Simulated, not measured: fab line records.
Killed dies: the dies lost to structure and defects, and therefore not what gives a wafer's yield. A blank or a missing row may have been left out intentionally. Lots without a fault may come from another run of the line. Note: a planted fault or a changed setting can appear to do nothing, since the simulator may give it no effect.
fab line records || flow nandHarc || part 2 of 2: steps 26 to 28 of 28
[record] {"lots": 7, "wafers": 21, "lastDay": 33}
route steps=1302 shown A_CHANNEL_HOLE_D2@582 END@1302
lots that met no fault: from a run of the same line without faults
startH: hours from the record's first day to the start of the lot's first wafer shown || waitH: how many hours have passed since the lot's step before this one || " unchanged from the row above || L1.1+2: a single row standing in for several wafers || - no value, or no start was given || * or withheld: withheld || < > ~ a bound
route shown NAME@n: a module of which the file shows steps, and the number in the route of the first || usual: the fault-free wafers' mean and standard deviation || same: alike in all rows || chamber/n: place in a boat || sites: per-site readings || _std_site: the standard deviation of these || _edge_site: outer sites' mean less inner sites' || radiusMm: for every site, how far away it sits from the centre of the wafer || mask NAME#n: copy n || behind: tool/chamber where the wafer was last shaped || hold: why the lot went on hold/how many hours it stayed there/how the hold came to an end || device: the transistor (n, p or np) that didn't switch || end of line: the route-end tests of the same wafers || a step with no rows: only its recipe || killed: dies lost to structure and defects at the first sort, not the wafer's yield || map: a wafer's dies, marking killed ones x, the rest . and places with no die _
set.NAME: setting as actually run; set.NAME@STEP: the setting as run at that earlier step || model.NAME: the simulator's own value behind a step, which no gauge read
lots at some steps of the route; a table a step, a row a wafer
services: a tool's chamber out of use, with start hour (startH, from the record's first day; less than 0 if before it), hours out, and reason
[[steps]]
[step NHARC_A_CHANNEL_HOLE_D2_CD_MEAS_31]
[usual] {"cdNm": "90.4/2.2"}
{"lot.wafer": "L460.3", "tool": "cdSem-01", "chamber": "-", "startH": 326.07, "waitH": "-", "cdNm": 87.5}
{"lot.wafer": "L460.5", "tool": "cdSem-01", "chamber": "-", "startH": 326.07, "waitH": "-", "cdNm": 90.3}
{"lot.wafer": "L460.6", "tool": "cdSem-01", "chamber": "-", "startH": 326.07, "waitH": "-", "cdNm": 87.9}
{"lot.wafer": "L468.4", "tool": "cdSem-01", "chamber": "-", "startH": 405.81, "waitH": "-", "cdNm": 87.9}
{"lot.wafer": "L468.5", "tool": "cdSem-01", "chamber": "-", "startH": 405.81, "waitH": "-", "cdNm": 89.3}
{"lot.wafer": "L468.6", "tool": "cdSem-01", "chamber": "-", "startH": 405.81, "waitH": "-", "cdNm": 90.5}
{"lot.wafer": "L469.1", "tool": "cdSem-02", "chamber": "-", "startH": 439.50, "waitH": "-", "cdNm": 89.6}
{"lot.wafer": "L469.2", "tool": "cdSem-02", "chamber": "-", "startH": 439.50, "waitH": "-", "cdNm": 91.7}
{"lot.wafer": "L469.5", "tool": "cdSem-02", "chamber": "-", "startH": 439.50, "waitH": "-", "cdNm": 89.0}
{"lot.wafer": "L470.2", "tool": "cdSem-01", "chamber": "-", "startH": 443.72, "waitH": "-", "cdNm": 93.4}
{"lot.wafer": "L470.4", "tool": "cdSem-01", "chamber": "-", "startH": 443.72, "waitH": "-", "cdNm": 92.2}
{"lot.wafer": "L470.5", "tool": "cdSem-01", "chamber": "-", "startH": 443.72, "waitH": "-", "cdNm": 92.4}
{"lot.wafer": "L473.2", "tool": "cdSem-02", "chamber": "-", "startH": 461.32, "waitH": "-", "cdNm": 90.3}
{"lot.wafer": "L473.3", "tool": "cdSem-02", "chamber": "-", "startH": 461.32, "waitH": "-", "cdNm": 88.4}
{"lot.wafer": "L473.4", "tool": "cdSem-02", "chamber": "-", "startH": 461.32, "waitH": "-", "cdNm": 90.1}
{"lot.wafer": "L475.1", "tool": "cdSem-03", "chamber": "-", "startH": 488.95, "waitH": "-", "cdNm": 89.1}
{"lot.wafer": "L475.4", "tool": "cdSem-03", "chamber": "-", "startH": 488.95, "waitH": "-", "cdNm": 90.2}
{"lot.wafer": "L475.5", "tool": "cdSem-03", "chamber": "-", "startH": 488.95, "waitH": "-", "cdNm": 91.2}
{"lot.wafer": "L479.2", "tool": "cdSem-03", "chamber": "-", "startH": 529.96, "waitH": "-", "cdNm": 91.0}
{"lot.wafer": "L479.4", "tool": "cdSem-03", "chamber": "-", "startH": 529.96, "waitH": "-", "cdNm": 92.4}
{"lot.wafer": "L479.5", "tool": "cdSem-03", "chamber": "-", "startH": 529.96, "waitH": "-", "cdNm": 91.8}
[step NHARC_A_CHANNEL_HOLE_D2_XSEM_32]
[recipe] {"landingEnergyEv": 35000}
[usual] {"botCdNm": "75.0/2.2", "bowNm": "8.7/0.32", "tiltDeg": "0.08/0.049"}
{"lot.wafer": "L460.3", "tool": "xsem-02", "chamber": 0, "startH": 326.17, "waitH": 0.1, "botCdNm": 71.1, "bowNm": 8.7, "tiltDeg": 0.07}
{"lot.wafer": "L460.5", "tool": "xsem-02", "chamber": 0, "startH": 326.17, "waitH": 0.1, "botCdNm": 74.6, "bowNm": 8.9, "tiltDeg": 0.07}
{"lot.wafer": "L460.6", "tool": "xsem-02", "chamber": 0, "startH": 326.17, "waitH": 0.1, "botCdNm": 71.8, "bowNm": 8.8, "tiltDeg": 0.07}
{"lot.wafer": "L468.4", "tool": "xsem-02", "chamber": 0, "startH": 405.90, "waitH": 0.1, "botCdNm": 72.0, "bowNm": 9.3, "tiltDeg": 0.12}
{"lot.wafer": "L468.5", "tool": "xsem-02", "chamber": 0, "startH": 405.90, "waitH": 0.1, "botCdNm": 73.8, "bowNm": 9.3, "tiltDeg": 0.12}
{"lot.wafer": "L468.6", "tool": "xsem-02", "chamber": 0, "startH": 405.90, "waitH": 0.1, "botCdNm": 74.3, "bowNm": 9.3, "tiltDeg": 0.12}
{"lot.wafer": "L469.1", "tool": "xsem-02", "chamber": 0, "startH": 439.60, "waitH": 0.1, "botCdNm": 73.5, "bowNm": 9.1, "tiltDeg": -0.01}
{"lot.wafer": "L469.2", "tool": "xsem-02", "chamber": 0, "startH": 439.60, "waitH": 0.1, "botCdNm": 76.0, "bowNm": 9.0, "tiltDeg": -0.01}
{"lot.wafer": "L469.5", "tool": "xsem-02", "chamber": 0, "startH": 439.60, "waitH": 0.1, "botCdNm": 73.4, "bowNm": 9.0, "tiltDeg": -0.01}
{"lot.wafer": "L470.2", "tool": "xsem-02", "chamber": 0, "startH": 443.81, "waitH": 0.1, "botCdNm": 78.0, "bowNm": 16.5, "tiltDeg": 0.08}
{"lot.wafer": "L470.4", "tool": "xsem-02", "chamber": 0, "startH": 443.81, "waitH": 0.1, "botCdNm": 76.1, "bowNm": 16.5, "tiltDeg": 0.08}
{"lot.wafer": "L470.5", "tool": "xsem-02", "chamber": 0, "startH": 443.81, "waitH": 0.1, "botCdNm": 76.9, "bowNm": 16.3, "tiltDeg": 0.08}
{"lot.wafer": "L470.2", "tool": "xsem-02", "chamber": 0, "startH": "-", "waitH": "-", "botCdNm": 77.7, "bowNm": "-", "tiltDeg": 0.07}
{"lot.wafer": "L470.4", "tool": "xsem-02", "chamber": 0, "startH": "-", "waitH": "-", "botCdNm": 76.8, "bowNm": "-", "tiltDeg": 0.06}
{"lot.wafer": "L470.5", "tool": "xsem-02", "chamber": 0, "startH": "-", "waitH": "-", "botCdNm": 77.1, "bowNm": "-", "tiltDeg": 0.07}
{"lot.wafer": "L473.2", "tool": "xsem-02", "chamber": 0, "startH": 461.42, "waitH": 0.1, "botCdNm": 75.8, "bowNm": 16.2, "tiltDeg": 0.09}
{"lot.wafer": "L473.3", "tool": "xsem-02", "chamber": 0, "startH": 461.42, "waitH": 0.1, "botCdNm": 72.9, "bowNm": 16.4, "tiltDeg": 0.09}
{"lot.wafer": "L473.4", "tool": "xsem-02", "chamber": 0, "startH": 461.42, "waitH": 0.1, "botCdNm": 75.2, "bowNm": 16.3, "tiltDeg": 0.09}
{"lot.wafer": "L473.2", "tool": "xsem-02", "chamber": 0, "startH": "-", "waitH": "-", "botCdNm": 75.2, "bowNm": "-", "tiltDeg": 0.15}
{"lot.wafer": "L473.3", "tool": "xsem-02", "chamber": 0, "startH": "-", "waitH": "-", "botCdNm": 73.9, "bowNm": "-", "tiltDeg": 0.16}
{"lot.wafer": "L473.4", "tool": "xsem-02", "chamber": 0, "startH": "-", "waitH": "-", "botCdNm": 74.8, "bowNm": "-", "tiltDeg": 0.15}
{"lot.wafer": "L475.1", "tool": "xsem-01", "chamber": 0, "startH": 489.03, "waitH": 0.1, "botCdNm": 74.8, "bowNm": 16.6, "tiltDeg": 0.15}
{"lot.wafer": "L475.4", "tool": "xsem-01", "chamber": 0, "startH": 489.03, "waitH": 0.1, "botCdNm": 75.4, "bowNm": 16.6, "tiltDeg": 0.15}
{"lot.wafer": "L475.5", "tool": "xsem-01", "chamber": 0, "startH": 489.03, "waitH": 0.1, "botCdNm": 75.8, "bowNm": 16.5, "tiltDeg": 0.15}
{"lot.wafer": "L475.1", "tool": "xsem-01", "chamber": 0, "startH": "-", "waitH": "-", "botCdNm": 74.3, "bowNm": "-", "tiltDeg": 0.12}
{"lot.wafer": "L475.4", "tool": "xsem-01", "chamber": 0, "startH": "-", "waitH": "-", "botCdNm": 75.9, "bowNm": "-", "tiltDeg": 0.12}
{"lot.wafer": "L475.5", "tool": "xsem-01", "chamber": 0, "startH": "-", "waitH": "-", "botCdNm": 76.7, "bowNm": "-", "tiltDeg": 0.12}
{"lot.wafer": "L479.2", "tool": "xsem-02", "chamber": 0, "startH": 530.05, "waitH": 0.1, "botCdNm": 74.9, "bowNm": 8.7, "tiltDeg": 0.03}
{"lot.wafer": "L479.4", "tool": "xsem-02", "chamber": 0, "startH": 530.05, "waitH": 0.1, "botCdNm": 75.7, "bowNm": 8.8, "tiltDeg": 0.03}
{"lot.wafer": "L479.5", "tool": "xsem-02", "chamber": 0, "startH": 530.05, "waitH": 0.1, "botCdNm": 74.7, "bowNm": 8.6, "tiltDeg": 0.04}
[step NHARC_END_SORT_01]
[recipe] {"tempC": 25}
[usual] {"defectLimitedYield": "91.5/2.5", "killedAtArray": "52/17", "killedAtOther": "1.2/1.4", "killedAtPeriphery": "4.7/2.9", "killedDies": "58/17", "killedOpen": "3.2/1.9", "killedShort": "2.4/1.4", "sort_bin_2_pct": "3.0/1.1", "sort_bin_3_pct": "0.6/0.37", "sort_bin_4_pct": "4.8/1.4", "sortNPass": "619/17", "sortRimYieldPct": "90/4.9", "sortYieldPct": "91.5/2.5"}
[same] {"grossDies": 677, "sort_bin_5_pct[%]": 0, "sort_bin_6_pct[%]": 0, "sort_bin_7_pct[%]": 0, "sort_bin_8_pct[%]": 0, "sortRimNGross": 106.00}
{"lot.wafer": "L460.3", "tool": "prober-01", "chamber": 0, "startH": 585.27, "waitH": 3.1, "defectLimitedYield[%]": 90.0, "killedAtArray": 61, "killedAtOther": 1, "killedAtPeriphery": 6, "killedDies": 68, "killedOpen": 3, "killedShort": 3, "sort_bin_2_pct[%]": 4.0, "sort_bin_3_pct[%]": 1.0, "sort_bin_4_pct[%]": 5.0, "sortNPass": 609, "sortRimYieldPct[%]": 87, "sortYieldPct[%]": 90.0}
{"lot.wafer": "L460.5", "tool": "prober-01", "chamber": 0, "startH": 586.84, "waitH": 3.6, "defectLimitedYield[%]": 92.0, "killedAtArray": 47, "killedAtOther": 3, "killedAtPeriphery": 4, "killedDies": 54, "killedOpen": 2, "killedShort": 3, "sort_bin_2_pct[%]": 3.0, "sort_bin_3_pct[%]": 0.7, "sort_bin_4_pct[%]": 4.3, "sortNPass": 623, "sortRimYieldPct[%]": 88, "sortYieldPct[%]": 92.0}
{"lot.wafer": "L460.6", "tool": "prober-01", "chamber": 0, "startH": 587.63, "waitH": 3.9, "defectLimitedYield[%]": 89.1, "killedAtArray": 67, "killedAtOther": 3, "killedAtPeriphery": 4, "killedDies": 74, "killedOpen": 4, "killedShort": 0, "sort_bin_2_pct[%]": 4.0, "sort_bin_3_pct[%]": 0.7, "sort_bin_4_pct[%]": 6.2, "sortNPass": 603, "sortRimYieldPct[%]": 90, "sortYieldPct[%]": 89.1}
{"lot.wafer": "L469.1", "tool": "prober-01", "chamber": 0, "startH": 705.82, "waitH": 2.5, "defectLimitedYield[%]": 88.2, "killedAtArray": 78, "killedAtOther": 0, "killedAtPeriphery": 2, "killedDies": 80, "killedOpen": 1, "killedShort": 3, "sort_bin_2_pct[%]": 3.4, "sort_bin_3_pct[%]": 0.4, "sort_bin_4_pct[%]": 8.0, "sortNPass": 597, "sortRimYieldPct[%]": 85, "sortYieldPct[%]": 88.2}
{"lot.wafer": "L469.2", "tool": "prober-01", "chamber": 0, "startH": 706.62, "waitH": 2.8, "defectLimitedYield[%]": 90.8, "killedAtArray": 62, "killedAtOther": 0, "killedAtPeriphery": 0, "killedDies": 62, "killedOpen": 4, "killedShort": 2, "sort_bin_2_pct[%]": 3.1, "sort_bin_3_pct[%]": 0.3, "sort_bin_4_pct[%]": 5.8, "sortNPass": 615, "sortRimYieldPct[%]": 86, "sortYieldPct[%]": 90.8}
{"lot.wafer": "L469.5", "tool": "prober-01", "chamber": 0, "startH": 709.01, "waitH": 3.7, "defectLimitedYield[%]": 92.6, "killedAtArray": 46, "killedAtOther": 0, "killedAtPeriphery": 4, "killedDies": 50, "killedOpen": 4, "killedShort": 0, "sort_bin_2_pct[%]": 3.0, "sort_bin_3_pct[%]": 0.4, "sort_bin_4_pct[%]": 4.0, "sortNPass": 627, "sortRimYieldPct[%]": 84, "sortYieldPct[%]": 92.6}
{"lot.wafer": "L479.2", "tool": "prober-01", "chamber": 0, "startH": 790.45, "waitH": 2.8, "defectLimitedYield[%]": 93.1, "killedAtArray": 45, "killedAtOther": 0, "killedAtPeriphery": 2, "killedDies": 47, "killedOpen": 0, "killedShort": 5, "sort_bin_2_pct[%]": 1.8, "sort_bin_3_pct[%]": 0.9, "sort_bin_4_pct[%]": 4.3, "sortNPass": 630, "sortRimYieldPct[%]": 95, "sortYieldPct[%]": 93.1}
{"lot.wafer": "L479.4", "tool": "prober-01", "chamber": 0, "startH": 792.03, "waitH": 3.4, "defectLimitedYield[%]": 93.8, "killedAtArray": 41, "killedAtOther": 0, "killedAtPeriphery": 1, "killedDies": 42, "killedOpen": 1, "killedShort": 4, "sort_bin_2_pct[%]": 2.4, "sort_bin_3_pct[%]": 0.3, "sort_bin_4_pct[%]": 3.5, "sortNPass": 635, "sortRimYieldPct[%]": 97, "sortYieldPct[%]": 93.8}
{"lot.wafer": "L479.5", "tool": "prober-01", "chamber": 0, "startH": 792.82, "waitH": 3.7, "defectLimitedYield[%]": 93.4, "killedAtArray": 41, "killedAtOther": 0, "killedAtPeriphery": 4, "killedDies": 45, "killedOpen": 4, "killedShort": 1, "sort_bin_2_pct[%]": 3.1, "sort_bin_3_pct[%]": 0.4, "sort_bin_4_pct[%]": 3.1, "sortNPass": 632, "sortRimYieldPct[%]": 88, "sortYieldPct[%]": 93.4}
// killed by level:class
L460.3 A_CHANNEL_HOLE_D1:chamberFilmFlake=30 A_SLIT:chamberFilmFlake=15 A_CONTACT:chamberFilmFlake=6 A_CHANNEL_HOLE_D2:chamberFilmFlake=4 P_GATE:geometricParticle:open=2 P_M2:chamberFilmFlake=2 A_CHANNEL_FILL_D1:geometricParticle:short=1 A_ONON_D2:geometricParticle:short=1
L460.5 A_CHANNEL_HOLE_D1:chamberFilmFlake=24 A_SLIT:chamberFilmFlake=8 A_CHANNEL_HOLE_D2:chamberFilmFlake=5 A_CONTACT:chamberFilmFlake=3 THIN_TSV:chamberFilmFlake=3 P_CONTACT:chamberFilmFlake=2 A_CHANNEL_FILL_D2:chamberFilmFlake=2 P_CONTACT:geometricParticle:short=1
L460.6 A_SLIT:chamberFilmFlake=28 A_CHANNEL_HOLE_D1:chamberFilmFlake=18 A_CHANNEL_HOLE_D2:chamberFilmFlake=8 A_CHANNEL_FILL_D2:chamberFilmFlake=3 A_CONTACT:chamberFilmFlake=3 THIN_TSV:chamberFilmFlake=3 P_ZERO_WELL:chamberFilmFlake=2 A_STAIRCASE:chamberFilmFlake=2
L469.1 A_CHANNEL_HOLE_D2:chamberFilmFlake=29 A_CHANNEL_HOLE_D1:chamberFilmFlake=21 A_CONTACT:chamberFilmFlake=9 A_M1:chamberFilmFlake=7 A_SLIT:chamberFilmFlake=5 A_STAIRCASE:chamberFilmFlake=3 P_M1:geometricParticle:short=1 A_DECK1_JOINT:geometricParticle:short=1
L469.2 A_CHANNEL_HOLE_D1:chamberFilmFlake=27 A_CHANNEL_HOLE_D2:chamberFilmFlake=18 A_CONTACT:chamberFilmFlake=4 A_STAIRCASE:chamberFilmFlake=3 A_CHANNEL_FILL_D2:geometricParticle:open=1 A_CHANNEL_FILL_D2:geometricParticle:short=1 A_WL_FILL:geometricParticle:open=1 A_BLC:geometricParticle:open=1
L469.5 A_CHANNEL_HOLE_D1:chamberFilmFlake=15 A_CHANNEL_HOLE_D2:chamberFilmFlake=11 A_CONTACT:chamberFilmFlake=8 P_M0:geometricParticle:open=3 A_SLIT:chamberFilmFlake=3 A_M1:chamberFilmFlake=3 A_WL_FILL:geometricParticle:open=1 P_ZERO_WELL:chamberFilmFlake=1
L479.2 A_SLIT:chamberFilmFlake=24 A_CONTACT:chamberFilmFlake=9 A_CHANNEL_HOLE_D2:chamberFilmFlake=5 A_DECK1_JOINT:chamberFilmFlake=4 A_WL_FILL:geometricParticle:short=2 P_GATE:geometricParticle:short=1 P_CONTACT:geometricParticle:short=1 A_CHANNEL_FILL_D1:geometricParticle:short=1
L479.4 A_SLIT:chamberFilmFlake=25 A_CONTACT:chamberFilmFlake=6 A_CHANNEL_HOLE_D2:chamberFilmFlake=4 A_CHANNEL_FILL_D1:geometricParticle:short=1 A_DECK1_JOINT:geometricParticle:short=1 A_ONON_D2:geometricParticle:short=1 A_ONON_D2:geometricParticle:open=1 A_CONTACT:geometricParticle:short=1
L479.5 A_SLIT:chamberFilmFlake=19 A_CHANNEL_HOLE_D2:chamberFilmFlake=9 A_STAIRCASE:chamberFilmFlake=4 A_CONTACT:geometricParticle:open=3 A_CONTACT:chamberFilmFlake=3 P_CONTACT:geometricParticle:open=1 P_M0:geometricParticle:short=1 P_ZERO_WELL:chamberFilmFlake=1
[[services]]
{"tool": "rieDiel-13", "chamber": 0, "startH": 296.50, "hours": "-", "kind": "clean"}
{"tool": "rieDiel-13", "chamber": 1, "startH": 296.50, "hours": "-", "kind": "clean"}
{"tool": "rieDiel-13", "chamber": 2, "startH": 296.50, "hours": "-", "kind": "clean"}
{"tool": "rieDiel-13", "chamber": 3, "startH": 296.50, "hours": "-", "kind": "clean"}
{"tool": "rieDiel-13", "chamber": 3, "startH": 298.39, "hours": 30.6, "kind": "repair"}
{"tool": "rieDiel-02", "chamber": 0, "startH": 299.24, "hours": "-", "kind": "clean"}
{"tool": "rieDiel-02", "chamber": 3, "startH": 309.74, "hours": 1.7, "kind": "repair"}
{"tool": "rieDiel-08", "chamber": 0, "startH": 310.99, "hours": 14.5, "kind": "repair"}
{"tool": "rieDiel-13", "chamber": "-", "startH": 342.00, "hours": 9.0, "kind": "pm"}
{"tool": "rieDiel-02", "chamber": 2, "startH": 361.85, "hours": 3.5, "kind": "repair"}
{"tool": "rieDiel-08", "chamber": "-", "startH": 367.80, "hours": 9.0, "kind": "pm"}
{"tool": "xsem-01", "chamber": "-", "startH": 374.00, "hours": 14.0, "kind": "pm"}
{"tool": "harEtch-02", "chamber": "-", "startH": 377.00, "hours": 17.0, "kind": "pm"}
{"tool": "rieDiel-13", "chamber": 2, "startH": 393.21, "hours": 5.2, "kind": "repair"}
{"tool": "rieDiel-02", "chamber": "-", "startH": 393.74, "hours": 9.0, "kind": "pm"}
{"tool": "rieDiel-08", "chamber": "-", "startH": 410.45, "hours": 1.1, "kind": "repair"}
{"tool": "rieDiel-13", "chamber": 3, "startH": 426.04, "hours": 9.4, "kind": "repair"}
{"tool": "rieDiel-13", "chamber": 0, "startH": 429.99, "hours": 5.3, "kind": "repair"}
{"tool": "rieDiel-02", "chamber": 3, "startH": 431.70, "hours": 9.9, "kind": "repair"}
{"tool": "rieDiel-02", "chamber": 1, "startH": 453.64, "hours": 5.0, "kind": "repair"}
{"tool": "rieDiel-08", "chamber": 3, "startH": 471.08, "hours": 5.0, "kind": "repair"}
{"tool": "rieDiel-08", "chamber": 1, "startH": 475.54, "hours": 13.1, "kind": "repair"}
{"tool": "rieDiel-02", "chamber": 0, "startH": 495.73, "hours": 5.5, "kind": "repair"}
{"tool": "rieDiel-13", "chamber": "-", "startH": 519.00, "hours": 9.0, "kind": "pm"}
[[key]]
[firstSign] {"step": "NHARC_A_CHANNEL_HOLE_D2_XSEM_32", "reading": "visit", "direction": "added"}
[effect] {"step": "NHARC_A_CHANNEL_HOLE_D2_XSEM_32", "reading": "bowNm", "direction": "up", "sigmas": 24, "usual": 8.7, "struck": 16.4}
metAt NHARC_A_CHANNEL_HOLE_D2_ETCH_22
struckWafers L470.2,L470.4,L470.5,L473.2,L473.3,L473.4,L475.1,L475.4,L475.5
scrappedBehind NHARC_A_CHANNEL_HOLE_D2_XSEM_32 L470.2,L470.4,L470.5,L473.2,L473.3,L473.4,L475.1,L475.4,L475.5
onsetBetween 434.84 439.12
alsoFits NHARC_A_CHANNEL_HOLE_D2_ETCH_24:harEtch-01,NHARC_A_CHANNEL_HOLE_D2_ETCH_26:harEtch-01
[fault] {"kind": "processParameterDrift", "tool": "harEtch-01", "chamber": "-", "onsetH": 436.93, "steps": "NHARC_A_CHANNEL_HOLE_D2_ETCH_22", "channel": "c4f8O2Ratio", "offset": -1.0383, "shape": "step", "endH": 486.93, "actsIn": "theseRecipesOnly", "stated": 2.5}
